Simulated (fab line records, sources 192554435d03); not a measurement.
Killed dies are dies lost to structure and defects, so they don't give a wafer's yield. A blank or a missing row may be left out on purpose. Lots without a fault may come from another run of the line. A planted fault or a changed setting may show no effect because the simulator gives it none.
fab line records | flow n5_finfet
record lots=24 wafers=72 last_day=17
route steps=1938 shown BEOL_M9@1455 BEOL_M10@1485
lots that met no fault: from a run of the same line without faults
start_h: hours from the record's first day to the start of the lot's first wafer shown | wait_h: hours since the lot's step before | " the same as in the row above | L1.1+2: a row that stands for several wafers | - no value, or no start given | * or withheld: withheld | < > ~ a bound
route shown NAME@n: a module of which the file shows steps, and the number in the route of the first | usual: mean/standard deviation of fault-free wafers | same: alike in all rows | chamber/n: place in a boat | sites: the reading at each site | _std_site: their standard deviation | _edge_site: outer sites' mean less inner sites' | radius_mm: how far each site lies from the wafer's centre | mask NAME#n: copy n | behind: the tool/chamber that last shaped the wafer | hold: why the lot was held/for how many hours/how that ended | device: the transistor (n, p or np) that didn't switch | end of line: the same wafers' tests at the end of the route | a step without rows: its recipe alone | killed: dies lost to structure and defects at the first sort, not the wafer's yield | map: a wafer's dies, x killed, . not, _ none there
set.NAME: the setting as run; set.NAME@STEP: as run at that earlier step | model.NAME: the simulator's own value behind a step, which no gauge read
steps of the route over a sample of lots; a table a step, a row a wafer
services: from which hour (start_h, from the record's first day; less than 0 if before it) a tool's chamber was out of use, for how many hours, and why
## steps
# step N5_BEOL_M9_CURE_72
# recipe temp_c=370 time_s=120 ambient=DMADMS/He material=SiCOH_lowk
# usual lamp_power_pct=52.32/0.053 wafer_temp_C_max=371.9/0.52
# columns lot.wafer tool chamber start_h wait_h lamp_power_pct wafer_temp_C_max
L076.1 uv_cure-01 1 209.88 0.0 52.32 372.1
L076.3 " 1 " " 52.44 372.3
L076.5 " 1 " " 52.26 371.3
L074.2 uv_cure-01 1 220.55 0.1 52.37 372.2
L074.3 " 1 " " 52.30 371.8
L074.5 " 1 " " 52.31 372.0
L075.1 uv_cure-01 1 223.58 0.0 52.27 371.7
L075.3 " 1 " " 52.24 372.0
L075.5 " 1 " " 52.32 372.3
L077.1 uv_cure-01 1 241.21 0.0 52.36 371.6
L077.3 " 1 " " 52.26 371.7
L077.6 " 1 " " 52.26 371.5
L078.1 uv_cure-03 2 241.79 0.2 52.29 374.0
L078.3 " 2 " " 52.29 373.4
L078.6 " 2 " " 52.35 372.0
L081.2 uv_cure-02 0 246.73 0.1 52.34 372.5
L081.3 " 0 " " 52.24 371.5
L081.5 " 0 " " 52.32 371.5
L079.1 uv_cure-02 0 249.44 0.0 52.28 371.6
L079.3 " 0 " " 52.30 371.2
L079.6 " 0 " " 52.34 371.7
L080.1 uv_cure-02 0 250.55 0.0 52.27 371.4
L080.3 " 0 " " 52.30 371.7
L080.5 " 0 " " 52.43 372.2
L082.1 uv_cure-02 1 265.14 0.0 52.33 371.6
L082.2 " 1 " " 52.25 371.5
L082.3 " 1 " " 52.21 371.4
L084.2 uv_cure-03 0 274.70 0.1 52.35 371.8
L084.3 " 0 " " 52.31 371.8
L084.5 " 0 " " 52.29 372.4
L083.2 uv_cure-01 2 276.05 0.1 52.39 371.7
L083.4 " 2 " " 52.36 371.8
L083.5 " 2 " " 52.26 372.0
L085.3 uv_cure-01 2 277.34 0.1 52.35 371.6
L085.4 " 2 " " 52.37 371.9
L085.6 " 2 " " 52.25 371.8
L086.1 uv_cure-02 1 281.60 0.0 52.35 371.8
L086.3 " 1 " " 52.24 371.6
L086.4 " 1 " " 52.34 371.8
L087.1 uv_cure-01 2 288.90 0.0 52.31 372.8
L087.3 " 2 " " 52.21 373.4
L087.6 " 2 " " 52.25 372.1
L089.4 uv_cure-01 1 294.63 0.2 52.37 371.2
L089.5 " 1 " " 52.34 371.6
L089.6 " 1 " " 52.29 372.1
L088.1 uv_cure-03 0 295.07 0.0 52.27 371.6
L088.3 " 0 " " 52.34 371.9
L088.5 " 0 " " 52.34 371.4
L090.1 uv_cure-03 1 298.44 0.0 52.41 372.3
L090.2 " 1 " " 52.29 372.3
L090.5 " 1 " " 52.27 371.7
L091.2 uv_cure-02 0 306.68 0.2 52.28 371.2
L091.3 " 0 " " 52.35 371.9
L091.4 " 0 " " 52.35 371.2
L093.2 uv_cure-03 0 327.53 0.1 52.28 371.7
L093.4 " 0 " " 52.25 371.7
L093.5 " 0 " " 52.31 372.0
L092.2 uv_cure-01 0 329.69 0.1 52.26 371.7
L092.5 " 0 " " 52.30 371.7
L092.6 " 0 " " 52.20 371.3
L094.1 uv_cure-03 0 336.80 0.0 52.30 371.9
L094.4 " 0 " " 52.37 371.6
L094.6 " 0 " " 52.32 372.0
L095.1 uv_cure-02 1 337.22 0.0 52.25 372.2
L095.3 " 1 " " 52.33 371.7
L095.4 " 1 " " 52.30 371.6
L096.1 uv_cure-03 2 342.55 0.0 52.34 371.6
L096.3 " 2 " " 52.31 372.9
L096.4 " 2 " " 52.26 372.4
L097.2 uv_cure-01 0 342.68 0.1 52.30 371.2
L097.5 " 0 " " 52.33 371.0
L097.6 " 0 " " 52.29 371.7
# step N5_BEOL_M9_ALD_74
# recipe material=TaN target_thk_a=20 temp_c=275 ald_precursor_family=PDMAT ald_co_reactant=NH3 pressure_torr=3 carrier_flow_sccm=1500 pulse_time_s=2 purge_time_s=3 co_reactant_purge_time_s=2 co_reactant_pulse_time_s=3 ald_cycles=40 precursor_vessel_temp_c=75 precursor_vessel_pressure_torr=26.25 precursor_vessel_carrier_sccm=1000
# usual heater_power_w=412/46 mfc_carrier_sccm=1500/4.8
# same co_reactant_purge_time_s=2
# columns lot.wafer tool chamber start_h wait_h heater_power_w mfc_carrier_sccm
L076.1 ald_metal-04 0 212.54 0.2 418 1501
L076.3 " 1 " " 429 1506
L076.5 " 1 " " 428 1515
L074.2 ald_metal-02 2 220.99 0.1 406 1495
L074.3 " 3 " " 428 1502
L074.5 " 2 " " 413 1493
L075.1 ald_metal-03 1 224.07 0.0 498 1498
L075.3 " 2 " " 310 1494
L075.5 " 2 " " 309 1496
L077.1 ald_metal-03 3 241.69 0.0 435 1492
L077.3 " 1 " " 506 1495
L077.6 " 3 " " 452 1499
L078.1 ald_metal-04 2 242.21 0.0 386 1498
L078.3 " 3 " " 451 1503
L078.6 " 3 " " 444 1508
L081.2 ald_metal-04 3 247.19 0.1 448 1497
L081.3 " 0 " " 423 1503
L081.5 " 3 " " 442 1500
L079.1 ald_metal-02 1 249.90 0.0 331 1498
L079.3 " 2 " " 401 1501
L079.6 " 3 " " 432 1497
L080.1 ald_metal-04 3 251.42 0.1 434 1499
L080.3 " 2 " " 382 1502
L080.5 " 2 " " 389 1497
L082.1 ald_metal-04 0 265.78 0.0 416 1496
L082.2 " 2 " " 390 1492
L082.3 " 3 " " 445 1492
L084.2 ald_metal-04 1 275.07 0.0 427 1508
L084.3 " 3 " " 451 1501
L084.5 " 0 " " 432 1497
L083.2 ald_metal-04 0 276.42 0.0 429 1503
L083.4 " 2 " " 385 1497
L083.5 " 2 " " 375 1507
L085.3 ald_metal-03 2 279.29 0.0 309 1500
L085.4 " 0 " " 422 1499
L085.6 " 2 " " 316 1506
L086.1 ald_metal-02 0 282.06 0.0 354 1495
L086.3 " 2 " " 407 1491
L086.4 " 3 " " 438 1496
L087.1 ald_metal-04 3 289.63 0.0 462 1499
L087.3 " 1 " " 429 1504
L087.6 " 0 " " 428 1502
L089.4 ald_metal-03 2 295.04 0.0 313 1500
L089.5 " 2 " " 312 1503
L089.6 " 1 " " 512 1500
L088.1 ald_metal-02 1 295.70 0.0 340 1503
L088.3 " 3 " " 430 1500
L088.5 " 3 " " 439 1498
L090.1 ald_metal-02 2 298.87 0.0 415 1503
L090.2 " 1 " " 342 1500
L090.5 " 2 " " 410 1506
L091.2 ald_metal-02 0 307.37 0.2 358 1502
L091.3 " 1 " " 332 1495
L091.4 " 3 " " 433 1503
L093.2 ald_metal-03 2 329.16 0.0 305 1498
L093.4 " 1 " " 492 1502
L093.5 " 1 " " 488 1498
L092.2 ald_metal-02 1 331.10 0.0 345 1505
L092.5 " 3 " " 447 1500
L092.6 " 0 " " 362 1497
L094.1 ald_metal-04 1 337.25 0.0 421 1502
L094.4 " 3 " " 444 1502
L094.6 " 0 " " 422 1498
L095.1 ald_metal-04 3 337.79 0.2 435 1497
L095.3 " 2 " " 401 1497
L095.4 " 0 " " 431 1499
L096.1 ald_metal-03 2 343.12 0.0 319 1500
L096.3 " 3 " " 459 1504
L096.4 " 1 " " 484 1506
L097.2 ald_metal-04 2 343.21 0.0 386 1508
L097.5 " 0 " " 430 1507
L097.6 " 1 " " 426 1492
# step N5_BEOL_M9_RS_MEAS_57
# recipe thk_meas_gauge=four-point-probe reads=Cu_of_BEOL_M9_ECD_50+Co_of_BEOL_M9_CVD_78+TaN_of_BEOL_M9_ALD_74
# usual M9_RS=0.153/0.0054
# columns lot.wafer tool chamber start_h wait_h M9_RS[ohm/sq]
L076.1 film_metro-01 - 214.06 0.1 0.160
L076.3 " - " " 0.156
L076.5 " - " " 0.157
L074.2 film_metro-01 - 223.99 0.1 0.145
L074.3 " - " " 0.148
L074.5 " - " " 0.153
L075.1 film_metro-02 - 225.95 0.1 0.146
L075.3 " - " " 0.142
L075.5 " - " " 0.147
L077.1 film_metro-01 - 243.35 0.1 0.157
L077.3 " - " " 0.148
L077.6 " - " " 0.154
L078.1 film_metro-02 - 245.76 0.1 0.158
L078.3 " - " " 0.156
L078.6 " - " " 0.159
L081.2 film_metro-02 - 248.97 0.1 0.160
L081.3 " - " " 0.151
L081.5 " - " " 0.157
L079.1 film_metro-01 - 251.61 0.1 0.156
L079.3 " - " " 0.145
L079.6 " - " " 0.159
L080.1 film_metro-02 - 253.00 0.1 0.149
L080.3 " - " " 0.158
L080.5 " - " " 0.157
L082.1 film_metro-01 - 269.12 0.1 0.146
L082.2 " - " " 0.153
L082.3 " - " " 0.152
L084.2 film_metro-02 - 276.81 0.1 0.158
L084.3 " - " " 0.160
L084.5 " - " " 0.159
L083.2 film_metro-02 - 277.87 0.1 0.153
L083.4 " - " " 0.159
L083.5 " - " " 0.159
L085.3 film_metro-01 - 281.07 0.1 0.149
L085.4 " - " " 0.149
L085.6 " - " " 0.157
L086.1 film_metro-01 - 283.80 0.1 0.153
L086.3 " - " " 0.156
L086.4 " - " " 0.143
L087.1 film_metro-01 - 291.37 0.1 0.147
L087.3 " - " " 0.150
L087.6 " - " " 0.148
L089.4 film_metro-02 - 296.60 0.0 0.150
L089.5 " - " " 0.151
L089.6 " - " " 0.152
L088.1 film_metro-01 - 299.21 0.1 0.155
L088.3 " - " " 0.157
L088.5 " - " " 0.158
L090.1 film_metro-02 - 300.42 0.1 0.150
L090.2 " - " " 0.153
L090.5 " - " " 0.151
L091.2 film_metro-01 - 309.58 0.1 0.140
L091.3 " - " " 0.159
L091.4 " - " " 0.148
L093.2 film_metro-01 - 330.92 0.1 0.141
L093.4 " - " " 0.143
L093.5 " - " " 0.161
L092.2 film_metro-01 - 332.94 0.1 0.158
L092.5 " - " " 0.161
L092.6 " - " " 0.164
L094.1 film_metro-02 - 339.40 0.1 0.153
L094.4 " - " " 0.155
L094.6 " - " " 0.157
L095.1 film_metro-02 - 340.71 0.1 0.159
L095.3 " - " " 0.154
L095.4 " - " " 0.155
L096.1 film_metro-01 - 344.89 0.1 0.153
L096.3 " - " " 0.157
L096.4 " - " " 0.158
L097.2 film_metro-01 - 345.66 0.1 0.145
L097.5 " - " " 0.153
L097.6 " - " " 0.149
# step N5_BEOL_M9_INSPECT_58
# recipe inspect_instrument=darkfield mode=post_dep
# usual raw_defect_count=78/29
# columns lot.wafer tool chamber start_h wait_h raw_defect_count
L076.1 defect_inspect-02 - 214.08 0.0 69
L076.3 " - " " 72
L076.5 " - " " 55
L074.2 defect_inspect-01 - 224.01 0.0 164
L074.3 " - " " 194
L074.5 " - " " 119
L075.1 defect_inspect-01 - 225.98 0.0 81
L075.3 " - " " 82
L075.5 " - " " 48
L077.1 defect_inspect-01 - 243.38 0.0 59
L077.3 " - " " 55
L077.6 " - " " 79
L078.1 defect_inspect-01 - 245.78 0.0 25
L078.3 " - " " 83
L078.6 " - " " 38
L081.2 defect_inspect-01 - 249.00 0.0 79
L081.3 " - " " 67
L081.5 " - " " 89
L079.1 defect_inspect-01 - 251.63 0.0 60
L079.3 " - " " 68
L079.6 " - " " 64
L080.1 defect_inspect-02 - 253.02 0.0 67
L080.3 " - " " 72
L080.5 " - " " 56
L082.1 defect_inspect-02 - 269.15 0.0 58
L082.2 " - " " 91
L082.3 " - " " 92
L084.2 defect_inspect-02 - 276.84 0.0 86
L084.3 " - " " 86
L084.5 " - " " 98
L083.2 defect_inspect-02 - 277.89 0.0 43
L083.4 " - " " 53
L083.5 " - " " 79
L085.3 defect_inspect-02 - 281.09 0.0 93
L085.4 " - " " 56
L085.6 " - " " 103
L086.1 defect_inspect-02 - 283.83 0.0 69
L086.3 " - " " 79
L086.4 " - " " 72
L087.1 defect_inspect-02 - 291.40 0.0 62
L087.3 " - " " 62
L087.6 " - " " 44
L089.4 defect_inspect-02 - 296.63 0.0 49
L089.5 " - " " 32
L089.6 " - " " 55
L088.1 defect_inspect-01 - 299.23 0.0 85
L088.3 " - " " 63
L088.5 " - " " 63
L090.1 defect_inspect-02 - 300.45 0.0 80
L090.2 " - " " 76
L090.5 " - " " 53
L091.2 defect_inspect-01 - 309.61 0.0 79
L091.3 " - " " 66
L091.4 " - " " 120
L093.2 defect_inspect-01 - 330.95 0.0 110
L093.4 " - " " 209
L093.5 " - " " 59
L092.2 defect_inspect-02 - 332.97 0.0 92
L092.5 " - " " 75
L092.6 " - " " 76
L094.1 defect_inspect-01 - 339.43 0.0 79
L094.4 " - " " 75
L094.6 " - " " 94
L095.1 defect_inspect-02 - 340.73 0.0 53
L095.3 " - " " 51
L095.4 " - " " 82
L096.1 defect_inspect-02 - 344.92 0.0 37
L096.3 " - " " 49
L096.4 " - " " 65
L097.2 defect_inspect-01 - 345.68 0.0 102
L097.5 " - " " 113
L097.6 " - " " 92
# step N5_BEOL_M10_INSPECT_13
# recipe mode=adi inspect_instrument=brightfield
# usual raw_defect_count=419/100
# columns lot.wafer tool chamber start_h wait_h raw_defect_count
L076.1 defect_inspect-02 - 217.79 0.0 296
L076.3 " - " " 319
L076.5 " - " " 243
L074.2 defect_inspect-01 - 226.78 0.0 553
L074.3 " - " " 641
L074.5 " - " " 500
L075.1 defect_inspect-01 - 227.73 0.0 496
L075.3 " - " " 648
L075.5 " - " " 430
L077.1 defect_inspect-01 - 245.54 0.0 626
L077.3 " - " " 782
L077.6 " - " " 387
L078.1 defect_inspect-01 - 248.75 0.0 335
L078.3 " - " " 469
L078.6 " - " " 403
L081.2 defect_inspect-02 - 250.64 0.0 439
L081.3 " - " " 452
L081.5 " - " " 430
L079.1 defect_inspect-01 - 253.51 0.0 354
L079.3 " - " " 396
L079.6 " - " " 330
L080.1 defect_inspect-01 - 256.46 0.0 566
L080.3 " - " " 412
L080.5 " - " " 322
L082.1 defect_inspect-02 - 273.00 0.0 416
L082.2 " - " " 352
L082.3 " - " " 513
L084.2 defect_inspect-02 - 279.82 0.0 553
L084.3 " - " " 403
L084.5 " - " " 396
L083.2 defect_inspect-02 - 280.46 0.0 342
L083.4 " - " " 504
L083.5 " - " " 483
L085.3 defect_inspect-02 - 282.29 0.0 358
L085.4 " - " " 340
L085.6 " - " " 380
L086.1 defect_inspect-02 - 285.24 0.0 398
L086.3 " - " " 415
L086.4 " - " " 501
L087.1 defect_inspect-02 - 295.15 0.0 342
L087.3 " - " " 277
L087.6 " - " " 398
L089.4 defect_inspect-01 - 298.45 0.0 379
L089.5 " - " " 265
L089.6 " - " " 405
L088.1 defect_inspect-02 - 302.03 0.0 497
L088.3 " - " " 357
L088.5 " - " " 254
L090.1 defect_inspect-01 - 302.78 0.0 493
L090.2 " - " " 541
L090.5 " - " " 326
L091.2 defect_inspect-02 - 311.81 0.0 428
L091.3 " - " " 478
L091.4 " - " " 542
L093.2 defect_inspect-01 - 332.31 0.0 433
L093.4 " - " " 672
L093.5 " - " " 323
L092.2 defect_inspect-01 - 334.90 0.0 412
L092.5 " - " " 429
L092.6 " - " " 385
L094.1 defect_inspect-02 - 342.89 0.0 350
L094.4 " - " " 283
L094.6 " - " " 399
L095.1 defect_inspect-02 - 343.25 0.0 420
L095.3 " - " " 542
L095.4 " - " " 318
L096.1 defect_inspect-01 - 346.71 0.0 508
L096.3 " - " " 386
L096.4 " - " " 477
L097.2 defect_inspect-02 - 346.86 0.0 358
L097.5 " - " " 266
L097.6 " - " " 309
# step N5_BEOL_M10_ETCH_66
# recipe chemistry=N2/H2 target=SOC target_depth_a=1200 overetch_a=240 mask_material=SiARC temp_c=40 time_s=180 ion_energy_ev=200 pressure_mtorr=30 source_w=840 bias_w=150 n2_flow_sccm=200 h2_flow_sccm=200
# usual drypump_motor_current_A=5.6/0.58 h2_flow_sccm=200.0/0.69 oes_product_au=0.65/0.067 rf_vpp_V=525.0/2.4 showerhead_plenum_p_Torr=2.58/0.086 throttle_valve_pct=17.84/0.18
# columns lot.wafer tool chamber start_h wait_h drypump_motor_current_A h2_flow_sccm oes_product_au rf_hours_counter_h rf_vpp_V showerhead_plenum_p_Torr throttle_valve_pct
L076.1 rie_diel-04 2 220.68 0.0 5.6 200.8 0.75 15 522.9 2.48 17.64
L076.3 " 0 " " 6.7 200.5 0.59 199 526.9 2.63 17.86
L076.5 " 0 " " 6.7 200.4 0.59 - 526.8 2.63 17.88
L074.2 rie_diel-06 2 229.79 0.0 5.1 200.4 0.62 109 528.2 2.68 17.71
L074.3 " 1 " " 4.8 200.9 0.56 226 525.0 2.50 17.91
L074.5 " 2 " " 5.1 200.5 0.63 - 527.2 2.68 17.70
L075.1 rie_diel-05 0 229.94 0.0 4.8 201.4 0.78 6 529.3 2.72 17.72
L075.3 " 1 " " 5.3 200.0 0.75 16 529.2 2.71 17.93
L075.5 " 1 " " 5.3 199.4 0.74 - 528.1 2.71 17.94
L077.1 rie_diel-06 0 246.94 0.0 6.3 200.1 0.76 5 522.8 2.51 17.82
L077.3 " 3 " " 5.9 199.3 0.62 122 524.0 2.56 17.83
L077.6 " 0 " " 6.2 199.1 0.76 - 522.2 2.51 17.81
L078.1 rie_diel-04 3 249.96 0.0 6.2 199.5 0.60 151 520.3 2.43 18.18
L078.3 " 2 " " 5.7 199.9 0.73 27 522.1 2.48 17.66
L078.6 " 0 " " 6.7 199.3 0.58 - 527.0 2.63 17.89
L081.2 rie_diel-06 3 251.72 0.0 5.9 201.0 0.61 124 525.9 2.56 17.84
L081.3 " 1 " " 4.8 199.0 0.56 235 523.0 2.49 17.91
L081.5 " 3 " " 5.9 199.8 0.63 - 523.5 2.56 17.85
L079.1 rie_diel-06 1 255.37 0.0 4.8 199.5 0.56 236 522.0 2.49 17.93
L079.3 " 3 " " 5.9 200.7 0.62 125 524.7 2.56 17.84
L079.6 " 2 " " 5.1 200.8 0.61 - 526.1 2.68 17.73
L080.1 rie_diel-04 1 258.44 0.0 5.9 199.7 0.76 7 525.8 2.59 17.89
L080.3 " 0 " " 6.7 201.2 0.58 213 526.0 2.63 17.92
L080.5 " 3 " " 6.2 200.6 0.61 - 520.0 2.43 18.20
L082.1 rie_diel-04 1 274.34 0.0 5.9 200.2 0.75 11 526.5 2.59 17.88
L082.2 " 3 " " 6.2 199.8 0.60 159 521.3 2.43 18.24
L082.3 " 0 " " 6.7 200.9 0.58 218 526.0 2.62 17.94
L084.2 rie_diel-06 1 281.19 0.0 4.8 200.1 0.55 244 521.1 2.49 17.94
L084.3 " 3 " " 5.9 199.8 0.62 134 525.8 2.55 17.86
L084.5 " 2 " " 5.1 199.2 0.61 - 527.8 2.67 17.72
L083.2 rie_diel-05 0 282.12 0.0 4.8 199.6 0.74 29 528.2 2.71 17.74
L083.4 " 0 " " 4.8 199.4 0.74 - 529.4 2.71 17.76
L083.5 " 2 " " 5.3 199.8 0.66 - 524.4 2.56 17.49
L085.3 rie_diel-04 0 283.50 0.0 6.7 200.5 0.58 221 526.0 2.62 17.91
L085.4 " 3 " " 6.2 199.0 0.60 162 522.0 2.43 18.21
L085.6 " 1 " " 5.9 199.5 0.75 - 524.1 2.59 17.92
L086.1 rie_diel-06 2 286.91 0.0 5.1 200.9 0.61 128 526.1 2.67 17.72
L086.3 " 1 " " 4.8 200.2 0.55 246 522.2 2.49 17.96
L086.4 " 0 " " 6.3 199.5 0.73 19 521.9 2.50 17.84
L087.1 rie_diel-05 0 297.76 0.0 4.8 200.8 0.72 36 528.1 2.70 17.78
L087.3 " 1 " " 5.3 199.5 0.70 46 527.4 2.70 17.98
L087.6 " 0 " " 4.8 199.5 0.72 - 529.2 2.70 17.77
L089.4 rie_diel-06 1 300.50 0.0 4.8 201.1 0.55 250 522.2 2.49 17.97
L089.5 " 1 " " 4.8 200.1 0.55 - 523.4 2.49 17.95
L089.6 " 0 " " 6.2 200.2 0.73 - 522.5 2.50 17.86
L088.1 rie_diel-04 2 304.02 0.0 5.6 199.5 0.71 46 522.4 2.47 17.68
L088.3 " 3 " " 6.2 199.2 0.59 169 520.8 2.43 18.23
L088.5 " 2 " " 5.6 199.6 0.70 - 522.3 2.47 17.69
L090.1 rie_diel-06 2 305.81 0.0 5.1 198.2 0.60 135 526.7 2.67 17.75
L090.2 " 3 " " 5.9 200.1 0.61 143 524.3 2.55 17.87
L090.5 " 2 " " 5.1 199.7 0.61 - 527.2 2.67 17.74
L091.2 rie_diel-05 2 314.65 0.1 5.3 200.4 0.64 106 525.3 2.55 17.50
L091.3 " 1 " " 5.3 199.5 0.69 - 526.7 2.70 18.01
L091.4 " 2 " " 5.3 199.7 0.64 - 525.6 2.55 17.50
L093.2 rie_diel-05 1 333.71 0.0 5.3 201.3 0.68 65 528.8 2.69 18.02
L093.4 " 1 " " 5.3 201.4 0.67 - 527.7 2.69 18.02
L093.5 " 2 " " 5.3 199.8 0.63 - 522.9 2.55 17.53
L092.2 rie_diel-04 1 336.24 0.0 5.9 199.7 0.70 37 524.0 2.58 17.95
L092.5 " 0 " " 6.7 200.4 0.57 - 525.0 2.61 17.96
L092.6 " 1 " " 5.9 199.3 0.71 - 524.2 2.58 17.96
L095.1 rie_diel-06 3 344.61 0.0 5.8 198.5 0.60 163 524.9 2.54 17.91
L095.3 " 2 " " 5.1 200.3 0.59 155 527.9 2.66 17.78
L095.4 " 2 " " 5.1 200.6 0.59 - 526.6 2.66 17.79
L094.1 rie_diel-04 0 344.78 0.0 6.7 199.1 0.56 244 526.0 2.61 17.97
L094.4 " 3 " " 6.2 198.4 0.58 185 519.6 2.42 18.26
L094.6 " 1 " " 5.9 199.2 0.70 - 524.1 2.58 17.96
L096.1 rie_diel-06 1 349.35 0.0 4.8 200.3 0.74 14 522.9 2.48 17.60
L096.3 " 3 " " 5.9 200.8 0.59 166 522.8 2.54 17.92
L096.4 " 1 " " 4.8 199.5 0.74 - 522.9 2.48 17.60
L097.2 rie_diel-05 1 349.61 0.1 5.3 200.3 0.67 72 527.3 2.69 18.03
L097.5 " 1 " " 5.3 201.4 0.67 - 528.6 2.69 18.04
L097.6 " 2 " " 5.3 199.6 0.63 - 525.0 2.55 17.53
## services
# columns tool chamber start_h hours kind
uv_cure-01 - 190.80 4.4 repair
rie_diel-06 0 197.25 - clean
rie_diel-06 0 197.25 - consumable_replace:focus_ring
rie_diel-06 0 197.25 35.3 scheduled_down
rie_diel-06 0 197.25 35.3 vent_cycle
ald_metal-04 0 204.36 3.7 repair
ald_metal-04 - 213.20 1.4 repair
rie_diel-04 1 214.39 - clean
ald_metal-04 1 218.46 9.2 repair
rie_diel-04 1 235.62 8.8 repair
rie_diel-05 3 239.05 115.1 repair
uv_cure-02 - 240.52 1.9 repair
ald_metal-02 3 258.02 4.0 repair
ald_metal-02 - 277.69 2.8 pm
uv_cure-01 - 282.81 2.1 pm
uv_cure-03 - 286.17 2.1 pm
uv_cure-02 - 296.72 1.0 pm
rie_diel-06 1 300.87 - clean
rie_diel-06 1 300.87 - consumable_replace:focus_ring
rie_diel-06 1 300.87 19.6 scheduled_down
rie_diel-06 1 300.87 19.6 vent_cycle
rie_diel-06 0 336.10 14.8 repair
ald_metal-02 - 337.25 14.0 pm
rie_diel-05 0 345.00 5.6 repair
## key
fault none
